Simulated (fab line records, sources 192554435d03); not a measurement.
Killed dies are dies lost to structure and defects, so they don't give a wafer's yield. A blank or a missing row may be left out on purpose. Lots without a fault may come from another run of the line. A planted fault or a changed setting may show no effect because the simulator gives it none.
Split-lot experiment | flow n5_finfet | 7 lots, 21 wafers read, on a route of 1938 steps

THE SPLIT
At N5_BEOL_M5_COAT_74 (time 60 s, resist thk 5 nm), the setting spin_rpm was moved away from the recipe's 1500 rpm on 6 of the 21 wafers read, by -11.1% to +10.8%. The other wafers ran this setting at the recipe's value.

FROM THE SPLIT TO THE READING: what the file shows between them, 3 steps
- N5_BEOL_M5_COAT_22: resist thk 30 nm
- N5_BEOL_M5_EBR_24
- N5_BEOL_M5_DESCUM_33: chemistry O2, time 7 s

THE READING
etch.depth_nm (the simulator's own value, which no gauge read), in nm, at N5_BEOL_M5_ETCH_75 (etches underlayer in N2/H2, target depth 6.5 nm, time 5.2 s). The file gives no usual value for it. The 15 wafers here that ran the recipe average 4.997 nm, standard deviation 0.015 nm.

wafer  | tool, chamber at the split | spin_rpm as run, rpm | against the recipe | etch.depth_nm, nm | against lot-mates on the recipe
L077.4 | litho_track-01, 0          | 1500                 | recipe             | 4.983             | -
L077.5 | litho_track-01, 0          | 1500                 | recipe             | 4.995             | -
L077.6 | litho_track-01, 0          | 1500                 | recipe             | 4.985             | -
L082.3 | litho_track-01, 0          | 1500                 | recipe             | 4.978             | -
L082.4 | litho_track-01, 0          | 1662                 | +10.8%             | 4.741             | -0.237
L082.5 | litho_track-01, 0          | 1662                 | +10.8%             | 4.75              | -0.228
L084.2 | litho_track-03, 0          | 1500                 | recipe             | 5.015             | -
L084.4 | litho_track-03, 0          | 1500                 | recipe             | 5.017             | -
L084.5 | litho_track-03, 0          | 1500                 | recipe             | 5.021             | -
L089.2 | litho_track-02, 0          | 1333                 | -11.1%             | 5.303             | +0.320
L089.4 | litho_track-02, 0          | 1500                 | recipe             | 4.983             | -
L089.6 | litho_track-02, 0          | 1333                 | -11.1%             | 5.308             | +0.325
L093.1 | litho_track-02, 0          | 1500                 | recipe             | 4.979             | -
L093.2 | litho_track-02, 0          | 1645                 | +9.7%              | 4.745             | -0.234
L093.4 | litho_track-02, 0          | 1645                 | +9.7%              | 4.759             | -0.220
L096.2 | litho_track-03, 0          | 1500                 | recipe             | 4.985             | -
L096.5 | litho_track-03, 0          | 1500                 | recipe             | 4.988             | -
L096.6 | litho_track-03, 0          | 1500                 | recipe             | 5.006             | -
L097.1 | litho_track-02, 0          | 1500                 | recipe             | 4.993             | -
L097.2 | litho_track-02, 0          | 1500                 | recipe             | 5.008             | -
L097.5 | litho_track-02, 0          | 1500                 | recipe             | 5.02              | -

THE FIT
A straight line over all 21 wafers: etch.depth_nm changes by -0.0256 nm for each +1% of spin_rpm; r = -0.99; the points scatter about the line by 0.017 nm.
The same after taking each lot's own level away (the mean of its wafers on the recipe; 21 wafers): -0.0251 nm for each +1%; r = -0.99; scatter 0.018 nm.
On that fit, the largest move of spin_rpm shifts the reading by 0.28 nm.
The lots' own levels span 4.9780 to 5.0177 nm, that is 2.6 times the standard deviation above.
So the lot-to-lot level changes the slope little: the two slopes agree.
Check: with one of the wafers moved furthest among these (-11.1%) left out of the fit, the line predicts +0.277 nm for it against its lot-mates. It came out at +0.32 nm against them.

OTHER SPLITS ON THESE WAFERS
These wafers also went through other splits before the reading. Each is held against what the fit with the lots' levels taken away leaves over:
other split on the same wafers | wafers away from the commonest value | r with etch.depth_nm (lot level and that fit taken away)
N5_BEOL_M4_COAT_05 spin_rpm    | 3                                    | -0.18
N5_BEOL_M4_DESCUM_16 time_s    | 5                                    | +0.36
N5_BEOL_M5_ILD_DEP_00 time_s   | 4                                    | +0.18
N5_BEOL_M5_ETCH_72 bias_w      | 7                                    | +0.05

THE WHOLE CHAIN: every reading that the file lists as answering this split, in the file's order
step               | what it does                                                | reading                                                                               | change (the file's fit)                | r (the file's)
N5_BEOL_M5_COAT_74 | time 60 s, resist thk 5 nm                                  | underlayer_of_BEOL_M5_COAT_74.thk_nm (the simulator's own value, which no gauge read) | -0.0256 nm for each +1% of the setting | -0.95
N5_BEOL_M5_ETCH_75 | etches underlayer in N2/H2, target depth 6.5 nm, time 5.2 s | etch.depth_nm (the simulator's own value, which no gauge read)                        | -0.0248 nm for each +1% of the setting | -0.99

THE FILE'S OWN FIT
etch.depth_nm changes by -0.0248 nm for each +1% of spin_rpm, r = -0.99.
